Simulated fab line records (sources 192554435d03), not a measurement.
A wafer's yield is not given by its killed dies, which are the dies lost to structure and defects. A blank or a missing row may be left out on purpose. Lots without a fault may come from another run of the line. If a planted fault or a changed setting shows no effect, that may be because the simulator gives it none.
Split-lot experiment    flow n5-finfet    7 lots, 21 wafers read, on a route of 1938 steps

## ABOUT THE SPLIT
At N5_MIM_BOT_ETCH_ETCH_04 (etches SiNx in CF4/O2, target depth 26 nm, time 13 s), the setting time-s was moved away from the recipe's 13 s on 8 of the 21 wafers read, by -19.6% to +11.8%. All remaining wafers had this setting at the recipe value.

The reading is taken at the split's own step.

## THE READING
etch.depth-nm (the simulator's own value, which no gauge read), in nm, at N5_MIM_BOT_ETCH_ETCH_04 (etches SiNx in CF4/O2, target depth 26 nm, time 13 s). There is no usual value for it anywhere in the file. Across the 13 wafers here that went through the recipe, the average is 25.96 nm and the standard deviation 0.37 nm.

wafer   tool, chamber at the split  time-s as run, s  against the recipe  etch.depth-nm, nm  against lot-mates on the recipe
L075.4  rie-diel-03, 0              13                recipe              26.56              -
L075.5  rie-diel-03, 1              13                recipe              25.51              -
L075.6  rie-diel-03, 2              10.45             -19.6%              20.96              -5.07
L080.2  rie-diel-01, 1              13.92             +7.1%               28.5               +1.79
L080.4  rie-diel-01, 2              13.92             +7.1%               27.85              +1.14
L080.6  rie-diel-01, 1              13                recipe              26.71              -
L087.1  rie-diel-03, 3              10.92             -16.0%              21.81              -4.18
L087.2  rie-diel-03, 2              13                recipe              25.99              -
L087.5  rie-diel-03, 3              10.92             -16.0%              21.65              -4.34
L092.2  rie-diel-01, 0              13                recipe              25.42              -
L092.3  rie-diel-01, 2              13                recipe              25.94              -
L092.4  rie-diel-01, 1              10.61             -18.4%              21.15              -4.53
L091.1  rie-diel-06, 0              13                recipe              25.71              -
L091.3  rie-diel-06, 3              14.54             +11.8%              29.36              +3.41
L091.5  rie-diel-06, 1              13                recipe              26.18              -
L096.1  rie-diel-06, 0              13                recipe              25.76              -
L096.2  rie-diel-06, 1              11.87             -8.7%               23.9               -1.98
L096.5  rie-diel-06, 3              13                recipe              25.99              -
L095.1  rie-diel-01, 2              13                recipe              26.29              -
L095.4  rie-diel-01, 3              13                recipe              25.75              -
L095.6  rie-diel-01, 0              13                recipe              25.68              -

FIT RESULTS
A straight line over all 21 wafers: etch.depth-nm changes by +0.268 nm for each +1% of time-s; r = +0.99; the points scatter about the line by 0.35 nm.
The same after taking each lot's own level away (the mean of its wafers on the recipe; 21 wafers): +0.256 nm for each +1%; r = +0.99; scatter 0.31 nm.
On that fit, the largest move of time-s shifts the reading by 5 nm.
The span of the lots' own levels, 25.680 to 26.710 nm, comes to 2.8 times the standard deviation stated above.
The two slopes are in agreement: the lot-to-lot level therefore moves the slope only a little.
Check: -5.02 nm against its lot-mates is what the line predicts for one of the wafers moved furthest among these (-19.6%) when that wafer is left out of the fit. Against them it came out at -5.07 nm.

## OTHER SPLITS ON THESE WAFERS
Before the reading, these wafers also passed through other splits. Each is held against what the fit with the lots' levels taken away leaves over:
other split on the same wafers  wafers away from the commonest value  r with etch.depth-nm (lot level and that fit taken away)
N5_BEOL_M15_SPUTTER_43 power-w  7                                     +0.05

## THE FILE'S OWN FIT
etch.depth-nm changes by +0.256 nm for each +1% of time-s, r = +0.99.
